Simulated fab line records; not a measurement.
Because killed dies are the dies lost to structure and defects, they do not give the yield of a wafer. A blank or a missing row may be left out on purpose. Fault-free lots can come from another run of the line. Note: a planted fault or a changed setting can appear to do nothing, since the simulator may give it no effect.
Split-lot study / flow n5 finfet / 7 lots, 21 wafers read, on a route of 1938 steps

ABOUT THE SPLIT
At N5_BEOL_M5_TRENCH_ETCH_37 (etches SiCOH lowk in C4F6/O2, target depth 71.652 nm, time 24.7 s), the setting time s was moved away from the recipe's 24.7 s on 5 of the 21 wafers read, by -21.9% to -16.0%. This setting was run at the recipe's value on the other wafers.

FROM THE SPLIT TO THE READING: what the file shows between them, 13 steps
- N5_BEOL_M5_ETCH_41: etches SiCN in CH3F/O2, target depth 31.5 nm, time 56.7 s (also split here: source w)
- N5_BEOL_M5_STRIP_91: strips in N2/H2, time 10 s
- N5_BEOL_M5_OCD_MEAS_38
- N5_BEOL_M5_HM_STRIP_39: strips TiN in peroxide tin strip, target depth 25 nm, time 158 s
- N5_BEOL_M5_SRD_40: time 30 s
- N5_BEOL_M5_ECD_50: material Cu, target thk 300 nm
- N5_BEOL_M5_ANNEAL_51: time 90 s
- N5_BEOL_M5_CMP_52: polishes, stops on SiCOH lowk, t overpolish 6.9 s, target thk 62 nm
- N5_BEOL_M5_THK_MEAS_53: measures by xrf
- N5_BEOL_M5_PRE_CLEAN_77: time 15 s
- N5_BEOL_M5_CO_CAP_78: material Co, precursor CCTBA/H2, target thk 2 nm, time 102.1 s
- N5_BEOL_M5_PRE_CLEAN_55: time 15 s
- N5_BEOL_M5_DEP_56: deposits SiCN from 3MS/NH3, target thk 8 nm, time 14 s

THE READING
At N5_BEOL_M5_RS_MEAS_57, a four-point-probe measurement gives M5_RS in ohm/sq. A value of 0.391 ohm/sq with a standard deviation of 0.014 ohm/sq is what fault-free wafers of this fab line usually give.

wafer=L076.1; tool, chamber at the split=rie diel-06, 3; time s as run, s=24.7; against the recipe=recipe; M5_RS, ohm/sq=0.378; against lot-mates on the recipe=-
wafer=L076.2; tool, chamber at the split=rie diel-06, 2; time s as run, s=24.7; against the recipe=recipe; M5_RS, ohm/sq=0.383; against lot-mates on the recipe=-
wafer=L076.5; tool, chamber at the split=rie diel-06, 3; time s as run, s=24.7; against the recipe=recipe; M5_RS, ohm/sq=0.389; against lot-mates on the recipe=-
wafer=L077.3; tool, chamber at the split=rie diel-01, 3; time s as run, s=24.7; against the recipe=recipe; M5_RS, ohm/sq=0.411; against lot-mates on the recipe=-
wafer=L077.4; tool, chamber at the split=rie diel-01, 0; time s as run, s=19.82; against the recipe=-19.8%; M5_RS, ohm/sq=0.512; against lot-mates on the recipe=+0.115
wafer=L077.6; tool, chamber at the split=rie diel-01, 1; time s as run, s=24.7; against the recipe=recipe; M5_RS, ohm/sq=0.383; against lot-mates on the recipe=-
wafer=L082.2; tool, chamber at the split=rie diel-03, 3; time s as run, s=24.7; against the recipe=recipe; M5_RS, ohm/sq=0.399; against lot-mates on the recipe=-
wafer=L082.4; tool, chamber at the split=rie diel-03, 0; time s as run, s=19.3; against the recipe=-21.9%; M5_RS, ohm/sq=0.539; against lot-mates on the recipe=+0.140
wafer=L082.5; tool, chamber at the split=rie diel-03, 3; time s as run, s=19.3; against the recipe=-21.9%; M5_RS, ohm/sq=0.568; against lot-mates on the recipe=+0.169
wafer=L084.1; tool, chamber at the split=rie diel-03, 3; time s as run, s=24.7; against the recipe=recipe; M5_RS, ohm/sq=0.376; against lot-mates on the recipe=-
wafer=L084.3; tool, chamber at the split=rie diel-03, 1; time s as run, s=24.7; against the recipe=recipe; M5_RS, ohm/sq=0.397; against lot-mates on the recipe=-
wafer=L084.4; tool, chamber at the split=rie diel-03, 1; time s as run, s=24.7; against the recipe=recipe; M5_RS, ohm/sq=0.398; against lot-mates on the recipe=-
wafer=L085.1; tool, chamber at the split=rie diel-03, 1; time s as run, s=24.7; against the recipe=recipe; M5_RS, ohm/sq=0.392; against lot-mates on the recipe=-
wafer=L085.4; tool, chamber at the split=rie diel-03, 0; time s as run, s=24.7; against the recipe=recipe; M5_RS, ohm/sq=0.383; against lot-mates on the recipe=-
wafer=L085.5; tool, chamber at the split=rie diel-03, 3; time s as run, s=24.7; against the recipe=recipe; M5_RS, ohm/sq=0.395; against lot-mates on the recipe=-
wafer=L097.1; tool, chamber at the split=rie diel-03, 0; time s as run, s=24.7; against the recipe=recipe; M5_RS, ohm/sq=0.379; against lot-mates on the recipe=-
wafer=L097.3; tool, chamber at the split=rie diel-03, 2; time s as run, s=24.7; against the recipe=recipe; M5_RS, ohm/sq=0.373; against lot-mates on the recipe=-
wafer=L097.4; tool, chamber at the split=rie diel-03, 0; time s as run, s=24.7; against the recipe=recipe; M5_RS, ohm/sq=0.381; against lot-mates on the recipe=-
wafer=L096.2; tool, chamber at the split=rie diel-01, 3; time s as run, s=20.76; against the recipe=-16.0%; M5_RS, ohm/sq=0.542; against lot-mates on the recipe=+0.151
wafer=L096.5; tool, chamber at the split=rie diel-01, 1; time s as run, s=20.76; against the recipe=-16.0%; M5_RS, ohm/sq=0.515; against lot-mates on the recipe=+0.124
wafer=L096.6; tool, chamber at the split=rie diel-01, 2; time s as run, s=24.7; against the recipe=recipe; M5_RS, ohm/sq=0.391; against lot-mates on the recipe=-

FIT RESULTS
A straight line over all 21 wafers: M5_RS changes by -0.00761 ohm/sq for each +1% of time s; r = -0.98; the points scatter about the line by 0.014 ohm/sq.
The same after taking each lot's own level away (the mean of its wafers on the recipe; 21 wafers): -0.0072 ohm/sq for each +1%; r = -0.98; scatter 0.013 ohm/sq.
Per that fit: largest time s move, reading shift of 0.16 ohm/sq.
Across the lots, their own levels run from 0.3777 to 0.3990 ohm/sq, a range of 1.5 times the standard deviation given above.
So the lot-to-lot level changes the slope little: the two slopes agree.
Check: +0.164 ohm/sq against its lot-mates is what the line predicts for one of the wafers moved furthest among these (-21.9%) when that wafer is left out of the fit. Against them it came out at +0.14 ohm/sq.

ADDITIONAL SPLITS CARRIED BY THESE WAFERS
Other splits were also applied to these wafers ahead of the reading. Each is held against what the fit with the lots' levels taken away leaves over:
other split on the same wafers=N5_BEOL_M3_COAT_05 spin rpm; wafers away from the commonest value=7; r with M5_RS (lot level and that fit taken away)=-0.08
other split on the same wafers=N5_BEOL_M5_ETCH_72 bias w; wafers away from the commonest value=6; r with M5_RS (lot level and that fit taken away)=+0.48
other split on the same wafers=N5_BEOL_M5_COAT_66 spin rpm; wafers away from the commonest value=9; r with M5_RS (lot level and that fit taken away)=+0.33
other split on the same wafers=N5_BEOL_M5_ETCH_41 source w; wafers away from the commonest value=3; r with M5_RS (lot level and that fit taken away)=-0.32

THE WHOLE CHAIN: every reading that the file lists as answering this split, in the file's order
step=N5_BEOL_M5_TRENCH_ETCH_37; what it does=etches SiCOH lowk in C4F6/O2, target depth 71.652 nm, time 24.7 s; reading=etch.depth nm (the simulator's own value, which no gauge read); change (the file's fit)=+0.692 nm for each +1% of the setting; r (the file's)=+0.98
step=N5_BEOL_M5_TRENCH_ETCH_37; what it does=etches SiCOH lowk in C4F6/O2, target depth 71.652 nm, time 24.7 s; reading=BEOL_M5.feature depth nm (the simulator's own value, which no gauge read); change (the file's fit)=+0.691 nm for each +1% of the setting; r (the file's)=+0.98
step=N5_BEOL_M5_OCD_MEAS_38; what it does=; reading=trench depth nm; change (the file's fit)=+0.691 nm for each +1% of the setting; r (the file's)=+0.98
step=N5_BEOL_M5_CMP_52; what it does=polishes, stops on SiCOH lowk, t overpolish 6.9 s, target thk 62 nm; reading=Cu_of_BEOL_M5_ECD_50.thk nm (the simulator's own value, which no gauge read); change (the file's fit)=+0.659 nm for each +1% of the setting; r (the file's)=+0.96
step=N5_BEOL_M5_THK_MEAS_53; what it does=measures by xrf; reading=M5_THK; change (the file's fit)=+0.671 for each +1% of the setting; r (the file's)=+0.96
step=N5_BEOL_M5_RS_MEAS_57; what it does=measures by four-point-probe; reading=M5_RS; change (the file's fit)=-0.00697 for each +1% of the setting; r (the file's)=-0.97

FILE'S OWN FIT
M5_RS changes by -0.00697 ohm/sq for each +1% of time s, r = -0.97.
